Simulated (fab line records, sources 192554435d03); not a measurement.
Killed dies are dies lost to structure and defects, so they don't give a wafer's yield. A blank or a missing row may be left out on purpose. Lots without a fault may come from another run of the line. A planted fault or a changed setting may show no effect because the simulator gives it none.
Problem report in the 8D (eight disciplines) form, filled by code | flow n5_finfet | the parts of the form that need people (team, actions taken, sign-off) are left out

1. THE PROBLEM
cf4_flow_sccm at N5_MIM_BOT_ETCH_ETCH_04 reads a mean of 70.06 sccm on 6 wafers of 2 lots; wafers without a fault read 99.98 sccm with a standard deviation of 0.27. That is -99 or more standard deviations from the usual mean.
The step: etches SiNx in CF4/O2, target depth 26 nm, time 13 s.
First seen on wafer L721.2, day 14 11:01, on rie_diel-04. The record holds 33 wafers of 11 lots with a number at this step. Rule for "out", or "out of limits": more than 4 standard deviations from the usual mean. The other wafers with a number count as sound.

2. WHAT IT IS AND WHAT IT IS NOT
question                    | is                                | is not
which readings at this step | cf4_flow_sccm, throttle_valve_pct | drypump_motor_current_A, oes_product_au
which lots                  | L721, L723                        | L715, L716, L718, L719, L720, L722, L732, L734, L735
which wafers of those lots  | all that have a number            | -
read on which tools         | rie_diel-04                       | rie_diel-06
when                        | from day 14 11:01                 | up to then (18 sound wafers); but 9 sound wafers of L732, L734, L735 came after

3. SUSPECTS, AND WHAT RULES EACH OUT
Counting: a tool at a process step up to the reading stays a suspect if it ran every lot that is out and no sound lot after the first of them.
- rie_diel-04 at N5_MIM_BOT_ETCH_ETCH_04 (etches SiNx in CF4/O2, target depth 26 nm, time 13 s): kept. It ran every lot that is out, first L721 (day 14 11:01), and no sound lot after that; its last sound lot up to then is L722 (day 14 10:43). Its own readings are out on those wafers: cf4_flow_sccm, throttle_valve_pct.
Left after counting: rie_diel-04 at N5_MIM_BOT_ETCH_ETCH_04.

4. THE CAUSE (what the simulator had put in)
Process parameter drift: rie_diel-04, from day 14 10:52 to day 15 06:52, at N5_MIM_BOT_ETCH_ETCH_04. Setting cf4_flow_sccm, moved by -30, from 100. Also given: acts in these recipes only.
Counting left only this tool.

5. THE CHAIN OF EFFECTS, in route order
Each row: a reading whose mean over the struck wafers that have a number lies more than 3 standard deviations from the usual. Only readings for which the record gives a usual standard deviation are gone through. hours: the time from each lot's start at the first step in this table that gives one to its start at this step, as a median over the lots. sigmas: the change in usual standard deviations.
hours | step                    | reading                  | usual      | on struck wafers | change | sigmas
0     | N5_MIM_BOT_ETCH_ETCH_04 | cf4_flow_sccm            | 99.98 sccm | 70.06            | -29.92 | -99 or more
0     | N5_MIM_BOT_ETCH_ETCH_04 | oes_o_777_au             | 0.78 a.u.  | 1.06             | +0.28  | +3.6
0     | N5_MIM_BOT_ETCH_ETCH_04 | showerhead_plenum_p_Torr | 2.20 Torr  | 1.93             | -0.27  | -3.6
0     | N5_MIM_BOT_ETCH_ETCH_04 | throttle_valve_pct       | 16.02 %    | 14.86            | -1.16  | -6.5
The process steps in it:
- N5_MIM_BOT_ETCH_ETCH_04: etches SiNx in CF4/O2, target depth 26 nm, time 13 s.

6. WHAT WOULD HAVE CAUGHT IT SOONER
In this record the first reading out of limits was taken at day 14 11:01, 0 hours after the fault began at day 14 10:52.
